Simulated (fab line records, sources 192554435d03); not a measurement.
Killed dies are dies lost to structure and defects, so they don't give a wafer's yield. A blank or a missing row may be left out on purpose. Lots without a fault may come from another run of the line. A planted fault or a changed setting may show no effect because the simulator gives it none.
Chamber matching | flow n5_finfet | N5_BEOL_M3_ETCHBACK_99 on rie_diel-02: 4 sister chambers
The step etches SiO2 in CHF3, target depth 5 nm, time 10.4 s. 4 wafers are shown with their chamber, then 6 later ones without.

WAFERS WITH THEIR CHAMBER
wafer  | chamber | drypump_motor_current_A (A)
L579.1 | 2       | 6.3
L579.2 | 0       | 5.3
L581.1 | 1       | 5.7
L581.5 | 3       | 5.0

WAFERS WITHOUT THEIR CHAMBER
wafer  | drypump_motor_current_A (A)
L584.1 | 5.3
L584.3 | 5.7
L584.6 | 5.7
L582.2 | 6.4
L582.3 | 5.0
L582.6 | 6.4

WHICH CHAMBER EACH WENT THROUGH
wafer  | from the rows above | in truth
L584.1 | 0                   | 0
L584.3 | 1                   | 1
L584.6 | 1                   | 1
L582.2 | 2                   | 2
L582.3 | 3                   | 3
L582.6 | 2                   | 2
Placed correctly: 6 of 6. Can't be placed from these rows: 0. Placed wrongly: 0.
How it was worked out, from the rows above alone: a wafer's distance from a chamber is the root of the sum, over the readings, of the square of ((its reading less the chamber's mean) divided by the reading's scatter). The wafer belongs to the nearest chamber; if the next one is less than 2 further off, it can't be placed. A chamber's mean is the mean of its shown wafers. The scatter: with one shown wafer a chamber, the root of the mean of the squares of how far each hidden wafer lies from its nearest shown one.
